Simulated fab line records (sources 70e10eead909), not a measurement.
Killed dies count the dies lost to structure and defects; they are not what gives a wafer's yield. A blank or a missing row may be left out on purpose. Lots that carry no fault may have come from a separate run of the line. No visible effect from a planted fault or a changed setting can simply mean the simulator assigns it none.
Matching of chambers    flow nandHarc    NHARC_P_CONTACT_ETCH_35 on rieDiel-11 has 4 sister chambers
The step etches the open film in CF4, target depth 39 nm, time 65 s. 16 wafers are shown with their chamber, then 8 later ones without.

## WAFERS WITH THEIR CHAMBER
wafer   chamber  showerheadPlenumPTorr (Torr)  drypumpMotorCurrentA (A)  runLengthS (s)
L320.2  2        1.86                          6.0                       86.8
L320.5  2        1.86                          6.0                       86.8
L320.6  3        1.74                          5.3                       86.6
L323.1  1        1.79                          6.5                       86.4
L323.2  3        1.74                          5.3                       86.4
L323.3  0        1.71                          6.4                       86.2
L325.1  3        1.73                          5.3                       86.3
L325.2  1        1.79                          6.6                       86.5
L325.6  3        1.73                          5.4                       86.3
L326.2  2        1.86                          5.9                       87.3
L326.3  0        1.71                          6.4                       86.2
L326.5  3        1.73                          5.4                       86.6
L327.2  2        1.86                          6.0                       87.0
L327.3  3        1.73                          5.3                       86.3
L327.5  2        1.86                          6.0                       87.6
L340.1  3        1.73                          5.3                       86.1

SIGNATURES (means of the wafers above)
reading                chamber 0  chamber 1  chamber 2  chamber 3  scatter within a chamber
showerheadPlenumPTorr  1.7100     1.7900     1.8600     1.7329     0.00345
drypumpMotorCurrentA   6.400      6.550      5.980      5.329      0.0477
runLengthS             86.200     86.450     87.100     86.371     0.238
Rule: for each reading, subtract the chamber's mean from the wafer's reading, divide by that reading's scatter and square the result; add these up over the readings and take the root, which gives the wafer's distance from the chamber. If the next closest chamber is less than 2 further off than the closest, the wafer can't be placed; otherwise it belongs to the closest. The scatter is the square root of a quotient: the sum, over the shown wafers, of each reading's squared deviation from its chamber's mean, divided by wafers minus chambers.

## WAFERS MISSING THEIR CHAMBER
wafer   showerheadPlenumPTorr (Torr)  drypumpMotorCurrentA (A)  runLengthS (s)
L340.2  1.86                          6.0                       86.9
L340.5  1.73                          5.3                       86.3
L342.1  1.79                          6.6                       86.3
L342.2  1.86                          6.0                       86.9
L342.4  1.73                          5.3                       86.3
L341.2  1.71                          6.4                       86.1
L341.3  1.79                          6.6                       86.2
L341.6  1.79                          6.6                       86.4

## WHICH CHAMBER EACH WENT THROUGH
wafer   from the rows above  in truth
L340.2  2                    2
L340.5  3                    3
L342.1  1                    1
L342.2  2                    2
L342.4  3                    3
L341.2  0                    0
L341.3  1                    1
L341.6  1                    1
Correct placement for 8 of the 8. Left unplaced by these rows: 0. Wrongly placed: 0.
